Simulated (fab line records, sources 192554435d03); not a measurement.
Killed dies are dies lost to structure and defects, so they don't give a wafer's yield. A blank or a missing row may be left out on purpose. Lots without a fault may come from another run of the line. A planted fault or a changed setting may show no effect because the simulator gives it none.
Chamber matching | flow n5_finfet | N5_BEOL_M5_STRIP_19 on rie_diel-03: 4 sister chambers
The step strips in O2. 4 wafers are shown with their chamber, then 11 later ones without.

WAFERS WITH THEIR CHAMBER
wafer  | chamber | drypump_motor_current_A (A)
L085.2 | 3       | 5.6
L085.4 | 0       | 5.9
L085.6 | 2       | 6.1
L088.1 | 1       | 6.1

WAFERS WITHOUT THEIR CHAMBER
wafer  | drypump_motor_current_A (A)
L088.2 | 6.1
L088.5 | 6.1
L087.1 | 5.6
L087.5 | 5.9
L087.6 | 6.1
L089.1 | 6.1
L089.4 | 5.7
L089.5 | 6.1
L093.3 | 6.1
L093.5 | 6.1
L093.6 | 6.1

WHICH CHAMBER EACH WENT THROUGH
wafer  | from the rows above     | in truth
L088.2 | can't be placed: 1 or 2 | 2
L088.5 | can't be placed: 1 or 2 | 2
L087.1 | 3                       | 3
L087.5 | 0                       | 0
L087.6 | can't be placed: 1 or 2 | 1
L089.1 | can't be placed: 1 or 2 | 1
L089.4 | 3                       | 3
L089.5 | can't be placed: 1 or 2 | 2
L093.3 | can't be placed: 1 or 2 | 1
L093.5 | can't be placed: 1 or 2 | 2
L093.6 | can't be placed: 1 or 2 | 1
Placed correctly: 3 of 11. Can't be placed from these rows: 8 (the true chamber is among the candidates in 8). Placed wrongly: 0.
How it was worked out, from the rows above alone: a wafer's distance from a chamber is the root of the sum, over the readings, of the square of ((its reading less the chamber's mean) divided by the reading's scatter). The wafer belongs to the nearest chamber; if the next one is less than 2 further off, it can't be placed. A chamber's mean is the mean of its shown wafers. The scatter: with one shown wafer a chamber, the root of the mean of the squares of how far each hidden wafer lies from its nearest shown one.
